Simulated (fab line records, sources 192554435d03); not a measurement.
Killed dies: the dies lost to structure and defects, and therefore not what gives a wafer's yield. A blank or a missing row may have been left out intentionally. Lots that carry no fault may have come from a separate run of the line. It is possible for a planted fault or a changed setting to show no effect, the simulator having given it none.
fab line records	flow n5-finfet
record lots=24	wafers=72	last-day=17
route steps=1938 shown BEOL_M11@1554 BEOL_M12@1613
lots untouched by any fault: they come from a run of this same line in which no faults occurred
start-h: hours from the record's opening day to when the first of the lot's shown wafers began	wait-h: hours since the lot's step before	" as in the row above	L1.1+2: a row that stands for several wafers	- value missing, or start not given	* or withheld: withheld	< > ~ a bound
route shown NAME@n: names a module that has steps shown in the file, with the first one's number in the route	usual: average and standard deviation across the fault-free wafers	same: alike in all rows	chamber/n: place in a boat	sites: readings site by site	_std_site: the standard deviation of these	_edge_site: mean of outer sites minus mean of inner sites	radius-mm: for every site, how far away it sits from the centre of the wafer	mask NAME#n: copy n	behind: the tool/chamber that last shaped the wafer	hold: the reason the lot was held/the length of the hold in hours/how it ended	device: names the non-switching transistor (n, p or np)	end of line: tests run on the same wafers once the route is complete	for a step that has no rows: nothing shown but its recipe	killed: dies lost to structure and defects at the first sort, not the wafer's yield	map: shows each die of a wafer: x if killed, . if not, _ if none is there
set.NAME: the setting that was run; set.NAME@STEP: the one run at that earlier step	model.NAME: the simulator's own value behind a step, which no gauge read
steps of the route over a sample of lots; a table a step, a row a wafer
services: when a tool's chamber went out of use (start-h, in hours from the record's first day, below 0 if earlier), for how many hours, and the reason
## steps
# step N5_BEOL_M11_ETCH_62
# recipe chemistry=N2/H2	target=SOC	target-depth-a=1100	overetch-a=220	mask-material=SiARC	temp-c=40	time-s=165	ion-energy-ev=200	pressure-mtorr=30	source-w=840	bias-w=150	n2-flow-sccm=200	h2-flow-sccm=200
# usual drypump-motor-current-A=5.9/0.37	oes-product-au=0.67/0.066	rf-vpp-V=523.4/2.7	showerhead-plenum-p-Torr=2.53/0.097	throttle-valve-pct=17.88/0.21
lot.wafer	tool	chamber	start-h	wait-h	drypump-motor-current-A	oes-product-au	rf-hours-counter-h	rf-vpp-V	showerhead-plenum-p-Torr	throttle-valve-pct
L074.4	rie-diel-05	2	226.63	0.0	6.3	0.56	248	520.1	2.40	18.33
L074.5	"	3	"	"	5.2	0.60	-	520.6	2.42	18.11
L074.6	"	2	"	"	6.3	0.57	-	519.5	2.40	18.36
L075.2	rie-diel-05	2	227.33	0.0	6.4	0.57	249	520.9	2.40	18.33
L075.3	"	3	"	"	5.3	0.61	209	520.9	2.42	18.12
L075.5	"	3	"	"	5.2	0.61	-	520.2	2.42	18.10
L076.2	rie-diel-06	1	229.30	0.0	6.4	0.75	41	527.9	2.70	17.77
L076.4	"	0	"	"	5.8	0.66	135	521.5	2.44	17.53
L076.5	"	2	"	"	5.8	0.58	-	521.5	2.51	18.28
L077.1	rie-diel-05	2	234.05	0.0	6.3	0.55	251	519.5	2.40	18.35
L077.2	"	1	"	"	6.1	0.62	189	525.7	2.64	18.04
L077.6	"	2	"	"	6.4	0.56	-	518.9	2.40	18.34
L078.1	rie-diel-01	3	246.38	0.0	5.5	0.60	226	520.3	2.41	17.93
L078.3	"	1	"	"	5.6	0.60	241	525.6	2.61	17.99
L078.6	"	2	"	"	6.1	0.65	-	522.9	2.54	18.03
L079.1	rie-diel-01	2	250.13	0.0	6.1	0.65	154	522.9	2.54	18.04
L079.2	"	0	"	"	5.2	0.64	147	522.5	2.55	17.81
L079.5	"	0	"	"	5.3	0.64	-	524.0	2.55	17.83
L083.3	rie-diel-06	3	268.37	0.0	6.0	0.75	40	522.2	2.49	17.76
L083.4	"	1	"	"	6.4	0.74	-	527.5	2.69	17.80
L083.5	"	3	"	"	6.0	0.74	-	522.7	2.49	17.77
L081.3	rie-diel-06	0	270.34	0.0	5.8	0.65	149	521.1	2.44	17.54
L081.5	"	3	"	"	5.9	0.74	-	522.4	2.49	17.76
L081.6	"	0	"	"	5.8	0.65	-	520.8	2.44	17.55
L082.1	rie-diel-01	1	273.86	0.0	5.5	0.60	250	526.4	2.60	17.99
L082.4	"	3	"	"	5.5	0.60	234	519.5	2.41	17.93
L082.5	"	2	"	"	6.1	0.65	-	525.3	2.53	18.05
L080.1	rie-diel-06	0	277.11	0.0	5.8	0.64	152	521.1	2.44	17.55
L080.5	"	3	"	"	6.0	0.73	-	522.5	2.48	17.76
L080.6	"	0	"	"	5.8	0.65	-	520.8	2.44	17.58
L084.1	rie-diel-05	2	289.66	0.0	6.3	0.78	10	528.3	2.71	17.93
L084.2	"	3	"	"	5.3	0.60	230	520.2	2.41	18.15
L084.6	"	0	"	"	5.9	0.68	-	522.2	2.47	17.60
L085.3	rie-diel-01	0	290.11	0.0	5.3	0.63	160	524.7	2.54	17.84
L085.4	"	3	"	"	5.5	0.60	-	520.2	2.40	17.96
L085.5	"	2	"	"	6.1	0.64	-	523.3	2.53	18.05
L086.1	rie-diel-01	3	295.60	0.0	5.5	0.60	242	518.5	2.40	17.96
L086.2	"	2	"	"	6.1	0.64	168	523.7	2.53	18.05
L086.5	"	2	"	"	6.1	0.65	-	523.9	2.53	18.07
L087.1	rie-diel-06	3	296.68	0.0	6.0	0.73	50	522.6	2.48	17.78
L087.2	"	0	"	"	5.8	0.64	157	521.9	2.43	17.56
L087.3	"	2	"	"	5.9	0.80	7	520.6	2.50	17.85
L088.1	rie-diel-06	3	302.94	0.0	6.0	0.72	52	520.4	2.48	17.78
L088.2	"	0	"	"	5.8	0.64	160	520.6	2.43	17.57
L088.6	"	2	"	"	5.9	0.80	-	522.5	2.50	17.86
L091.1	rie-diel-06	0	322.47	0.0	5.8	0.64	167	522.3	2.43	17.58
L091.2	"	2	"	"	5.9	0.78	15	522.1	2.50	17.88
L091.3	"	1	"	"	6.3	0.70	73	527.9	2.69	17.82
L089.1	rie-diel-05	1	330.12	0.0	6.1	0.60	219	525.5	2.62	18.10
L089.2	"	3	"	"	5.2	0.59	240	519.6	2.41	18.18
L089.4	"	2	"	"	6.4	0.76	23	529.6	2.70	17.94
L090.3	rie-diel-01	1	330.36	0.0	5.6	0.80	13	524.5	2.60	17.58
L090.5	"	2	"	"	6.1	0.63	-	522.8	2.53	18.09
L090.6	"	1	"	"	5.6	0.80	-	525.0	2.60	17.57
L093.2	rie-diel-05	0	330.45	0.0	5.9	0.68	101	520.5	2.46	17.62
L093.3	"	3	"	"	5.2	0.60	240	519.7	2.41	18.17
L093.4	"	2	"	"	6.3	0.75	24	529.4	2.70	17.94
L092.2	rie-diel-06	1	332.91	0.0	6.4	0.71	76	527.6	2.68	17.84
L092.4	"	2	"	"	5.9	0.78	19	523.0	2.50	17.88
L092.6	"	2	"	"	5.9	0.78	-	523.2	2.50	17.87
L094.4	rie-diel-06	1	342.29	0.0	6.3	0.71	79	526.8	2.68	17.83
L094.5	"	0	"	"	5.8	0.63	-	518.9	2.43	17.60
L094.6	"	1	"	"	6.3	0.71	-	527.7	2.68	17.84
L095.1	rie-diel-01	0	349.08	0.0	5.3	0.62	184	524.0	2.53	17.90
L095.4	"	0	"	"	5.2	0.62	-	524.0	2.53	17.88
L095.5	"	2	"	"	6.1	0.64	-	524.2	2.52	18.09
L096.1	rie-diel-06	1	349.24	0.0	6.4	0.69	81	526.1	2.68	17.85
L096.2	"	3	"	"	6.0	0.71	66	522.5	2.48	17.80
L096.5	"	1	"	"	6.3	0.70	-	527.3	2.68	17.86
L097.2	rie-diel-05	3	353.72	0.0	5.2	0.59	247	520.5	2.40	18.19
L097.3	"	0	"	"	5.9	0.67	108	521.6	2.46	17.62
L097.4	"	2	"	"	6.4	0.74	31	527.2	2.70	17.95
# step N5_BEOL_M11_HM_OPEN_17
# recipe chemistry=Cl2/BCl3	target-depth-a=200	overetch-a=60	target=TiN	mask-material=SOC	ion-energy-ev=150	pressure-mtorr=10	icp-w=1000	bias-w=126	Cl2_flow_sccm=53.25	bcl3-flow-sccm=21.75	Ar_flow_sccm=25
# usual drypump-motor-current-A=5.4/0.65	he-backside-leak-sccm=3.23/0.3	oes-product-au=0.66/0.052	throttle-valve-pct=22.11/0.21
lot.wafer	tool	chamber	start-h	wait-h	drypump-motor-current-A	he-backside-leak-sccm	oes-product-au	rf-hours-counter-h	throttle-valve-pct
L074.4	rie-metal-03	1	226.85	0.1	4.7	3.20	0.67	-	22.11
L074.5	"	0	"	"	4.8	3.34	0.65	-	22.36
L074.6	"	1	"	"	4.7	3.34	0.67	-	22.12
L075.2	rie-metal-02	0	227.55	0.1	6.4	2.94	0.71	-	22.21
L075.3	"	0	"	"	6.4	3.02	0.71	-	22.17
L075.5	"	0	"	"	6.4	2.95	0.71	-	22.21
L076.2	rie-metal-02	0	229.52	0.1	6.4	3.12	0.69	-	22.22
L076.4	"	0	"	"	6.4	3.13	0.70	-	22.20
L076.5	"	0	"	"	6.4	3.23	0.71	-	22.21
L077.1	rie-metal-02	1	234.23	0.0	5.2	3.45	0.84	0	22.00
L077.2	"	0	"	"	6.4	3.12	0.71	27	22.20
L077.6	"	1	"	"	5.2	3.36	0.83	-	22.00
L078.1	rie-metal-03	1	246.59	0.1	4.7	3.12	0.66	45	22.12
L078.3	"	0	"	"	4.8	2.96	0.64	-	22.37
L078.6	"	1	"	"	4.7	3.09	0.66	-	22.12
L079.1	rie-metal-03	1	250.32	0.0	4.7	3.26	0.66	45	22.13
L079.2	"	0	"	"	4.8	2.98	0.64	49	22.38
L079.5	"	1	"	"	4.7	3.25	0.66	-	22.11
L083.3	rie-metal-03	1	268.62	0.1	4.7	3.14	0.66	-	22.12
L083.4	"	1	"	"	4.7	3.15	0.66	-	22.11
L083.5	"	1	"	"	4.7	3.11	0.66	-	22.12
L081.3	rie-metal-03	1	270.59	0.1	4.7	3.25	0.66	-	22.14
L081.5	"	1	"	"	4.7	3.38	0.67	-	22.13
L081.6	"	1	"	"	4.7	3.34	0.66	-	22.11
L082.1	rie-metal-01	1	274.05	0.0	5.4	3.15	0.60	78	22.20
L082.4	"	1	"	"	5.4	3.25	0.60	-	22.19
L082.5	"	0	"	"	6.1	3.04	0.64	-	21.69
L080.1	rie-metal-01	1	277.30	0.0	5.4	3.23	0.59	78	22.20
L080.5	"	1	"	"	5.4	3.19	0.60	-	22.21
L080.6	"	0	"	"	6.1	3.08	0.64	-	21.69
L084.1	rie-metal-01	0	289.85	0.0	6.1	3.27	0.64	51	21.67
L084.2	"	1	"	"	5.4	3.06	0.60	80	22.21
L084.6	"	0	"	"	6.1	3.24	0.64	-	21.68
L085.3	rie-metal-01	0	290.32	0.1	6.1	3.13	0.64	-	21.69
L085.4	"	1	"	"	5.4	3.25	0.59	-	22.21
L085.5	"	0	"	"	6.1	3.19	0.64	-	21.70
L086.1	rie-metal-02	0	295.79	0.0	6.4	3.39	0.69	30	22.22
L086.2	"	1	"	"	5.2	3.48	0.78	5	22.01
L086.5	"	0	"	"	6.4	3.17	0.69	-	22.22
L087.1	rie-metal-01	1	296.87	0.0	5.4	3.26	0.60	80	22.19
L087.2	"	0	"	"	6.1	3.05	0.64	52	21.69
L087.3	"	1	"	"	5.4	3.19	0.59	-	22.19
L088.1	rie-metal-01	1	303.13	0.0	5.4	3.07	0.59	81	22.19
L088.2	"	0	"	"	6.1	3.01	0.64	52	21.67
L088.6	"	0	"	"	6.1	3.08	0.63	-	21.68
L091.1	rie-metal-02	1	322.66	0.0	5.2	3.53	0.76	7	22.02
L091.2	"	0	"	"	6.4	2.81	0.68	32	22.23
L091.3	"	0	"	"	6.4	2.85	0.69	-	22.23
L089.1	rie-metal-03	1	330.31	0.0	4.7	3.42	0.63	55	22.15
L089.2	"	0	"	"	4.8	3.21	0.63	54	22.39
L089.4	"	1	"	"	4.7	3.44	0.64	-	22.14
L090.3	rie-metal-01	0	330.59	0.1	6.1	3.08	0.63	-	21.70
L090.5	"	0	"	"	6.1	3.13	0.64	-	21.70
L090.6	"	1	"	"	5.4	3.15	0.58	-	22.21
L093.2	rie-metal-03	0	330.64	0.0	4.8	3.31	0.63	54	22.38
L093.3	"	1	"	"	4.7	3.31	0.64	-	22.14
L093.4	"	0	"	"	4.8	3.26	0.64	-	22.37
L092.2	rie-metal-02	0	333.09	0.0	6.4	3.04	0.68	33	22.22
L092.4	"	1	"	"	5.2	3.42	0.74	-	22.02
L092.6	"	0	"	"	6.4	3.22	0.68	-	22.22
L094.4	rie-metal-02	0	342.50	0.1	6.4	3.23	0.68	-	22.23
L094.5	"	0	"	"	6.4	3.20	0.68	-	22.24
L094.6	"	1	"	"	5.2	3.43	0.75	-	22.03
L095.1	rie-metal-03	1	349.27	0.0	4.7	3.28	0.63	57	22.16
L095.4	"	0	"	"	4.7	3.25	0.62	-	22.40
L095.5	"	1	"	"	4.7	3.30	0.63	-	22.15
L096.1	rie-metal-03	1	349.43	0.0	4.7	4.32	0.64	57	22.15
L096.2	"	0	"	"	4.8	3.26	0.63	57	22.38
L096.5	"	1	"	"	4.7	3.31	0.64	-	22.16
L097.2	rie-metal-01	0	353.91	0.0	6.1	2.96	0.63	58	21.69
L097.3	"	1	"	"	5.4	3.17	0.58	-	22.20
L097.4	"	0	"	"	6.1	3.17	0.63	-	21.70
# step N5_BEOL_M11_OVL_MEAS_29
# recipe points-per-wafer=44
# usual V10_OVL=-1.2/0.72
lot.wafer	tool	chamber	start-h	wait-h	V10_OVL[nm]
L074.4	overlay-02	0	227.84	0.0	-1.8
L074.5	"	0	"	"	-0.8
L074.6	"	0	"	"	-1.1
L075.2	overlay-02	0	228.35	0.0	-1.8
L075.3	"	0	"	"	-0.8
L075.5	"	0	"	"	-1.5
L076.2	overlay-02	0	230.11	0.0	-0.8
L076.4	"	0	"	"	-0.2
L076.5	"	0	"	"	-0.4
L077.1	overlay-02	0	235.47	0.0	-1.7
L077.2	"	0	"	"	-2.4
L077.6	"	0	"	"	-1.8
L078.1	overlay-02	0	247.64	0.0	-1.4
L078.3	"	0	"	"	-1.1
L078.6	"	0	"	"	-0.5
L079.1	overlay-01	0	253.71	0.0	-0.3
L079.2	"	0	"	"	-1.7
L079.5	"	0	"	"	-2.3
L083.3	overlay-02	0	269.36	0.0	-0.5
L083.4	"	0	"	"	-0.8
L083.5	"	0	"	"	-0.8
L081.3	overlay-02	0	271.15	0.0	0.5
L081.5	"	0	"	"	-1.0
L081.6	"	0	"	"	-0.9
L082.1	overlay-01	0	275.55	0.0	-1.3
L082.4	"	0	"	"	-1.1
L082.5	"	0	"	"	-1.3
L080.1	overlay-02	0	280.57	0.0	-1.6
L080.5	"	0	"	"	-2.1
L080.6	"	0	"	"	-0.8
L084.1	overlay-02	0	290.64	0.0	-2.1
L084.2	"	0	"	"	-2.2
L084.6	"	0	"	"	-1.0
L085.3	overlay-01	0	290.91	0.0	-1.4
L085.4	"	0	"	"	-2.1
L085.5	"	0	"	"	-2.0
L087.1	overlay-01	0	297.53	0.0	0.0
L087.2	"	0	"	"	0.1
L087.3	"	0	"	"	-1.7
L086.1	overlay-01	0	297.72	0.0	-2.6
L086.2	"	0	"	"	-2.2
L086.5	"	0	"	"	-2.9
L088.1	overlay-02	0	307.19	0.0	-0.9
L088.2	"	0	"	"	-1.6
L088.6	"	0	"	"	-1.2
L091.1	overlay-01	0	323.44	0.0	-1.1
L091.2	"	0	"	"	-1.1
L091.3	"	0	"	"	-0.6
L089.1	overlay-02	0	331.49	0.0	-1.8
L089.2	"	0	"	"	-0.7
L089.4	"	0	"	"	-0.1
L090.3	overlay-02	0	331.66	0.0	-0.8
L090.5	"	0	"	"	-0.1
L090.6	"	0	"	"	-1.0
L093.2	overlay-02	0	331.83	0.0	-0.9
L093.3	"	0	"	"	-2.1
L093.4	"	0	"	"	-0.1
L092.2	overlay-01	0	334.14	0.0	-0.7
L092.4	"	0	"	"	-1.1
L092.6	"	0	"	"	-0.5
L094.4	overlay-02	0	344.30	0.0	-1.1
L094.5	"	0	"	"	-0.9
L094.6	"	0	"	"	-1.0
L095.1	overlay-02	0	349.90	0.0	-2.3
L095.4	"	0	"	"	-1.5
L095.5	"	0	"	"	-1.7
L096.1	overlay-02	0	350.18	0.0	-0.6
L096.2	"	0	"	"	-0.2
L096.5	"	0	"	"	-0.8
L097.2	overlay-02	0	354.60	0.0	-2.5
L097.3	"	0	"	"	-2.2
L097.4	"	0	"	"	-1.9
# step N5_BEOL_M11_OCD_MEAS_38
# usual trench-depth-nm=148.1/1.5
lot.wafer	tool	chamber	start-h	wait-h	trench-depth-nm
L074.4	ocd-01	-	228.47	-	147.7
L074.5	"	-	"	"	146.2
L074.6	"	-	"	"	146.0
L075.2	ocd-01	-	229.34	-	149.3
L075.3	"	-	"	"	148.3
L075.5	"	-	"	"	149.5
L076.2	ocd-01	-	230.66	-	147.3
L076.4	"	-	"	"	147.3
L076.5	"	-	"	"	147.6
L077.1	ocd-02	-	236.21	-	147.5
L077.2	"	-	"	"	143.9
L077.6	"	-	"	"	148.1
L078.1	ocd-01	-	248.19	-	148.5
L078.3	"	-	"	"	148.5
L078.6	"	-	"	"	148.3
L079.1	ocd-01	-	254.26	-	148.9
L079.2	"	-	"	"	146.3
L079.5	"	-	"	"	147.7
L083.3	ocd-02	-	269.91	-	148.9
L083.4	"	-	"	"	148.1
L083.5	"	-	"	"	147.9
L081.3	ocd-01	-	271.71	-	148.0
L081.5	"	-	"	"	148.7
L081.6	"	-	"	"	148.5
L082.1	ocd-02	-	276.16	-	147.1
L082.4	"	-	"	"	147.8
L082.5	"	-	"	"	148.8
L080.1	ocd-02	-	281.12	-	147.7
L080.5	"	-	"	"	147.2
L080.6	"	-	"	"	146.8
L084.1	ocd-02	-	291.19	-	149.2
L084.2	"	-	"	"	147.1
L084.6	"	-	"	"	148.5
L085.3	ocd-02	-	291.73	-	146.4
L085.4	"	-	"	"	146.7
L085.5	"	-	"	"	147.3
L087.1	ocd-02	-	298.08	-	148.5
L087.2	"	-	"	"	149.3
L087.3	"	-	"	"	148.3
L086.1	ocd-01	-	298.96	-	147.0
L086.2	"	-	"	"	145.6
L086.5	"	-	"	"	147.3
L088.1	ocd-02	-	307.74	-	152.2
L088.2	"	-	"	"	147.0
L088.6	"	-	"	"	151.5
L091.1	ocd-01	-	324.08	-	148.4
L091.2	"	-	"	"	153.6
L091.3	"	-	"	"	147.0
L089.1	ocd-02	-	332.04	-	147.5
L089.2	"	-	"	"	149.7
L089.4	"	-	"	"	147.5
L090.3	ocd-01	-	332.21	-	149.0
L090.5	"	-	"	"	148.4
L090.6	"	-	"	"	146.4
L093.2	ocd-01	-	332.41	-	146.3
L093.3	"	-	"	"	147.2
L093.4	"	-	"	"	147.8
L092.2	ocd-02	-	334.70	-	150.0
L092.4	"	-	"	"	150.0
L092.6	"	-	"	"	148.5
L094.4	ocd-01	-	344.86	-	147.3
L094.5	"	-	"	"	146.6
L094.6	"	-	"	"	148.8
L095.1	ocd-01	-	350.45	-	147.7
L095.4	"	-	"	"	147.5
L095.5	"	-	"	"	147.3
L096.1	ocd-01	-	350.73	-	150.6
L096.2	"	-	"	"	151.1
L096.5	"	-	"	"	150.5
L097.2	ocd-02	-	355.85	-	146.6
L097.3	"	-	"	"	149.1
L097.4	"	-	"	"	147.7
# step N5_BEOL_M11_CURE_72
# recipe temp-c=370	time-s=120	ambient=DMADMS/He	material=SiCOH_lowk
# usual lamp-power-pct=52.31/0.054	wafer_temp_C_max=372.0/0.69
lot.wafer	tool	chamber	start-h	wait-h	lamp-power-pct	wafer_temp_C_max
L074.4	uv-cure-02	2	229.99	1.3	52.30	372.0
L074.5	"	2	"	"	52.20	372.6
L074.6	"	2	"	"	52.30	373.3
L075.2	uv-cure-02	0	230.19	0.7	52.30	371.4
L075.3	"	0	"	"	52.25	371.3
L075.5	"	0	"	"	52.25	371.7
L076.2	uv-cure-02	0	231.27	0.5	52.37	371.3
L076.4	"	0	"	"	52.39	371.3
L076.5	"	0	"	"	52.36	371.0
L077.1	uv-cure-02	0	237.10	0.7	52.32	371.4
L077.2	"	0	"	"	52.30	371.1
L077.6	"	0	"	"	52.33	371.3
L078.1	uv-cure-02	2	248.47	0.1	52.27	372.5
L078.3	"	2	"	"	52.22	372.8
L078.6	"	2	"	"	52.32	372.8
L079.1	uv-cure-01	0	254.46	0.0	52.32	372.7
L079.2	"	0	"	"	52.36	371.4
L079.5	"	0	"	"	52.24	372.1
L083.3	uv-cure-03	0	270.21	0.1	52.38	371.4
L083.4	"	0	"	"	52.36	371.4
L083.5	"	0	"	"	52.41	371.3
L081.3	uv-cure-03	0	272.00	0.1	52.36	371.8
L081.5	"	0	"	"	52.25	372.0
L081.6	"	0	"	"	52.31	371.5
L082.1	uv-cure-03	2	276.35	0.0	52.37	372.5
L082.4	"	2	"	"	52.36	371.3
L082.5	"	2	"	"	52.21	371.8
L080.1	uv-cure-03	2	281.32	0.0	52.41	372.1
L080.5	"	2	"	"	52.32	372.7
L080.6	"	2	"	"	52.27	372.1
L084.1	uv-cure-03	2	291.39	0.0	52.30	371.9
L084.2	"	2	"	"	52.24	371.7
L084.6	"	2	"	"	52.30	372.0
L085.3	uv-cure-02	2	292.02	0.1	52.32	373.2
L085.4	"	2	"	"	52.35	372.4
L085.5	"	2	"	"	52.36	372.1
L087.1	uv-cure-02	2	298.27	0.0	52.29	372.8
L087.2	"	2	"	"	52.31	373.3
L087.3	"	2	"	"	52.34	373.3
L086.1	uv-cure-02	2	299.16	0.0	52.27	372.9
L086.2	"	2	"	"	52.37	372.4
L086.5	"	2	"	"	52.24	372.6
L088.1	uv-cure-01	2	307.94	0.0	52.29	371.1
L088.2	"	2	"	"	52.41	370.5
L088.6	"	2	"	"	52.31	371.1
L091.1	uv-cure-03	2	324.79	0.5	52.28	371.9
L091.2	"	2	"	"	52.26	373.3
L091.3	"	2	"	"	52.29	372.1
L089.1	uv-cure-03	2	332.24	0.0	52.29	372.5
L089.2	"	2	"	"	52.31	372.6
L089.4	"	2	"	"	52.25	372.0
L090.3	uv-cure-01	2	332.52	0.1	52.23	371.3
L090.5	"	2	"	"	52.28	371.1
L090.6	"	2	"	"	52.30	370.9
L093.2	uv-cure-02	0	332.70	0.1	52.28	371.0
L093.3	"	0	"	"	52.31	371.7
L093.4	"	0	"	"	52.39	371.6
L092.2	uv-cure-02	2	334.99	0.1	52.36	372.8
L092.4	"	2	"	"	52.23	373.1
L092.6	"	2	"	"	52.20	372.5
L094.4	uv-cure-03	1	345.20	0.2	52.35	372.2
L094.5	"	1	"	"	52.33	372.2
L094.6	"	1	"	"	52.35	372.0
L095.1	uv-cure-03	1	350.65	0.0	52.35	372.5
L095.4	"	1	"	"	52.28	372.5
L095.5	"	1	"	"	52.33	372.4
L096.1	uv-cure-02	1	350.96	0.1	52.30	372.6
L096.2	"	1	"	"	52.34	372.1
L096.5	"	1	"	"	52.45	372.5
L097.2	uv-cure-01	1	356.09	0.1	52.22	372.1
L097.3	"	1	"	"	52.30	371.0
L097.4	"	1	"	"	52.40	371.3
# step N5_BEOL_M12_OVL_MEAS_11
# recipe points-per-wafer=44
# usual V11_OVL=1/5.7
lot.wafer	tool	chamber	start-h	wait-h	V11_OVL[nm]
L075.2	overlay-02	0	233.75	0.0	11
L075.3	"	0	"	"	9
L075.5	"	0	"	"	-1
L074.4	overlay-01	0	233.98	0.0	-3
L074.5	"	0	"	"	0
L074.6	"	0	"	"	1
L076.2	overlay-01	0	234.99	0.0	7
L076.4	"	0	"	"	4
L076.5	"	0	"	"	4
L077.1	overlay-01	0	242.19	0.0	-8
L077.2	"	0	"	"	-8
L077.6	"	0	"	"	-8
L078.1	overlay-02	0	252.99	0.0	5
L078.3	"	0	"	"	7
L078.6	"	0	"	"	1
L079.1	overlay-02	0	257.67	0.0	-1
L079.2	"	0	"	"	1
L079.5	"	0	"	"	-1
L083.3	overlay-02	0	272.83	0.0	-9
L083.4	"	0	"	"	6
L083.5	"	0	"	"	0
L081.3	overlay-01	0	275.49	0.0	-8
L081.5	"	0	"	"	-9
L081.6	"	0	"	"	-8
L082.1	overlay-01	0	279.15	0.0	-3
L082.4	"	0	"	"	-1
L082.5	"	0	"	"	-6
L080.1	overlay-02	0	284.60	0.0	1
L080.5	"	0	"	"	4
L080.6	"	0	"	"	-2
L084.1	overlay-02	0	294.87	0.0	7
L084.2	"	0	"	"	-9
L084.6	"	0	"	"	-1
L085.3	overlay-01	0	295.31	0.0	0
L085.4	"	0	"	"	3
L085.5	"	0	"	"	1
L087.1	overlay-02	0	300.86	0.0	-1
L087.2	"	0	"	"	1
L087.3	"	0	"	"	1
L086.1	overlay-02	0	301.93	0.0	1
L086.2	"	0	"	"	-5
L086.5	"	0	"	"	6
L088.1	overlay-02	0	310.74	0.0	5
L088.2	"	0	"	"	-1
L088.6	"	0	"	"	5
L091.1	overlay-01	0	328.22	0.0	15
L091.2	"	0	"	"	-1
L091.3	"	0	"	"	14
L089.1	overlay-02	0	335.18	0.0	-3
L089.2	"	0	"	"	8
L089.4	"	0	"	"	10
L090.3	overlay-01	0	335.92	0.0	13
L090.5	"	0	"	"	15
L090.6	"	0	"	"	1
L093.2	overlay-02	0	336.99	0.0	-4
L093.3	"	0	"	"	0
L093.4	"	0	"	"	6
L092.2	overlay-01	0	338.28	0.0	13
L092.4	"	0	"	"	4
L092.6	"	0	"	"	9
L094.4	overlay-01	0	347.73	0.0	1
L094.5	"	0	"	"	0
L094.6	"	0	"	"	3
L095.1	overlay-01	0	354.20	0.0	-8
L095.4	"	0	"	"	-9
L095.5	"	0	"	"	2
L096.1	overlay-02	0	354.49	0.0	11
L096.2	"	0	"	"	0
L096.5	"	0	"	"	10
L097.2	overlay-02	0	360.60	0.0	3
L097.3	"	0	"	"	3
L097.4	"	0	"	"	3
## services
tool	chamber	start-h	hours	kind
rie-metal-01	-	210.31	14.6	pm
rie-metal-03	0	212.50	9.5	repair
rie-diel-06	1	212.61	5.3	repair
rie-metal-02	1	213.41	-	clean
rie-metal-02	1	213.41	19.4	scheduled-down
rie-metal-02	1	213.41	19.4	vent-cycle
uv-cure-01	-	214.37	1.0	pm
uv-cure-03	-	214.77	28.1	pm
uv-cure-01	-	221.40	16.7	repair
rie-metal-01	-	224.91	28.1	pm
rie-diel-05	2	235.25	4.6	repair
rie-diel-05	2	240.09	-	clean
rie-diel-06	2	246.36	-	clean
rie-diel-06	2	246.36	-	consumable-replace:focus-ring
rie-metal-02	0	246.38	7.4	repair
uv-cure-02	-	255.11	1.0	pm
rie-metal-02	-	261.59	17.4	repair
rie-metal-03	0	263.45	13.8	repair
rie-metal-03	-	269.27	1.2	repair
uv-cure-03	-	293.09	1.0	pm
rie-diel-01	3	321.09	3.5	repair
uv-cure-02	-	331.65	0.9	repair
rie-diel-05	0	345.96	4.0	repair
uv-cure-02	-	352.77	1.4	repair
## key
fault none
